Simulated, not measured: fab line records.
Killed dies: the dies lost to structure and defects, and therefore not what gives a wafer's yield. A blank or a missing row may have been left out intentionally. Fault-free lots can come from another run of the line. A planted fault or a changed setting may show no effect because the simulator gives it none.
Split-lot trial | flow n5_finfet | route with 1938 steps; 7 lots, 39 wafers read

== ON THE SPLIT ==
At N5_BEOL_M10_DEP_56 (deposits SiCN from 3MS/NH3, target thk 15 nm, time 26.5 s), the setting time_s was moved away from the recipe's 26.5 s on 9 of the 39 wafers read, by -55.4% to +39.9%. The other wafers ran this setting at the recipe's value.

The reading comes from the split's own step.

== THE READING ==
SiCN_of_BEOL_M10_DEP_56.thk_nm (the simulator's own value, which no gauge read), in nm, at N5_BEOL_M10_DEP_56 (deposits SiCN from 3MS/NH3, target thk 15 nm, time 26.5 s). No usual value for it is given in the file. Average 15.1 nm, standard deviation 0.22 nm, over the 30 wafers here run with the recipe.

wafer  | tool, chamber at the split | time_s as run, s | against the recipe | SiCN_of_BEOL_M10_DEP_56.thk_nm, nm | against lot-mates on the recipe
L076.1 | pecvd-03, 0                | 26.5             | recipe             | 15                                 | -
L076.2 | pecvd-03, 1                | 37.08            | +39.9%             | 20.8                               | +5.5
L076.3 | pecvd-03, 2                | 37.08            | +39.9%             | 21                                 | +5.7
L076.4 | pecvd-03, 2,0              | 26.5             | recipe             | 15.4                               | -
L076.5 | pecvd-03, 2,0              | 26.5             | recipe             | 15.4                               | -
L076.6 | pecvd-03, 1                | 37.08            | +39.9%             | 21.2                               | +5.9
L079.1 | pecvd-03, 1,2              | 26.5             | recipe             | 15                                 | -
L079.3 | pecvd-03, 1,2              | 26.5             | recipe             | 15                                 | -
L079.2 | pecvd-03, 0                | 11.83            | -55.4%             | 7                                  | -8.2
L079.4 | pecvd-03, 1,0              | 11.83            | -55.4%             | 7.2                                | -8.0
L079.6 | pecvd-03, 1,0              | 11.83            | -55.4%             | 7.2                                | -8.0
L079.5 | pecvd-03, 2                | 26.5             | recipe             | 15.6                               | -
L080.1 | pecvd-03, 1,2              | 19.06            | -28.1%             | 11.2                               | -4.1
L080.4 | pecvd-03, 1,2              | 19.06            | -28.1%             | 11.2                               | -4.1
L080.2 | pecvd-03, 0                | 26.5             | recipe             | 15.2                               | -
L080.3 | pecvd-03, 2                | 19.06            | -28.1%             | 11                                 | -4.3
L080.5 | pecvd-03, 0,1              | 26.5             | recipe             | 15.4                               | -
L080.6 | pecvd-03, 0,1              | 26.5             | recipe             | 15.4                               | -
L083.1 | pecvd-03, 0,2              | 26.5             | recipe             | 14.8                               | -
L083.3 | pecvd-03, 0,2              | 26.5             | recipe             | 14.8                               | -
L083.2 | pecvd-03, 1,0              | 26.5             | recipe             | 15                                 | -
L083.6 | pecvd-03, 1,0              | 26.5             | recipe             | 15                                 | -
L083.4 | pecvd-03, 1,2              | 26.5             | recipe             | 15.2                               | -
L083.5 | pecvd-03, 1,2              | 26.5             | recipe             | 15.2                               | -
L085.3 | pecvd-04, 1                | 26.5             | recipe             | 14.8                               | -
L085.4 | pecvd-04, 2,0              | 26.5             | recipe             | 15                                 | -
L085.5 | pecvd-04, 2,0              | 26.5             | recipe             | 15                                 | -
L090.1 | pecvd-02, 0,2              | 26.5             | recipe             | 15                                 | -
L090.4 | pecvd-02, 0,2              | 26.5             | recipe             | 15                                 | -
L090.2 | pecvd-02, 1,2              | 26.5             | recipe             | 14.8                               | -
L090.3 | pecvd-02, 1,2              | 26.5             | recipe             | 14.8                               | -
L090.5 | pecvd-02, 1,0              | 26.5             | recipe             | 15.2                               | -
L090.6 | pecvd-02, 1,0              | 26.5             | recipe             | 15.2                               | -
L091.1 | pecvd-04, 1                | 26.5             | recipe             | 14.6                               | -
L091.2 | pecvd-04, 2,2,1,0          | 26.5             | recipe             | 15                                 | -
L091.4 | pecvd-04, 2,2,1,0          | 26.5             | recipe             | 15                                 | -
L091.5 | pecvd-04, 2,2,1,0          | 26.5             | recipe             | 15                                 | -
L091.6 | pecvd-04, 2,2,1,0          | 26.5             | recipe             | 15                                 | -
L091.3 | pecvd-04, 0                | 26.5             | recipe             | 14.8                               | -
If several chambers appear in one row, that row covers several wafers at once and the file leaves open which wafer was in which chamber.

THE FIT
A straight line over all 39 wafers: SiCN_of_BEOL_M10_DEP_56.thk_nm changes by +0.145 nm for each +1% of time_s; r = +1.00; the points scatter about the line by 0.22 nm.
The same after taking each lot's own level away (the mean of its wafers on the recipe; 39 wafers): +0.146 nm for each +1%; r = +1.00; scatter 0.17 nm.
That fit puts the effect of the largest move of time_s on the reading at 8.1 nm.
The lots' own levels span 14.90 to 15.33 nm, that is 1.9 times the standard deviation above.
Consequently the slope shifts little with the lot-to-lot level, the two slopes agreeing.
Check: -8.04 nm against its lot-mates is what the line predicts for one of the wafers moved furthest among these (-55.4%) when that wafer is left out of the fit. It came out at -8.2 nm against them.

== ADDITIONAL SPLITS CARRIED BY THESE WAFERS ==
These wafers also went through other splits before the reading. Each is held against what the fit with the lots' levels taken away leaves over:
other split on the same wafers     | wafers away from the commonest value | r with SiCN_of_BEOL_M10_DEP_56.thk_nm (lot level and that fit taken away)
N5_BEOL_M6_ILD_DEP_00 target_thk_a | 15                                   | +0.11

== THE FILE'S OWN FIT ==
SiCN_of_BEOL_M10_DEP_56.thk_nm changes by +0.146 nm for each +1% of time_s, r = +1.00.
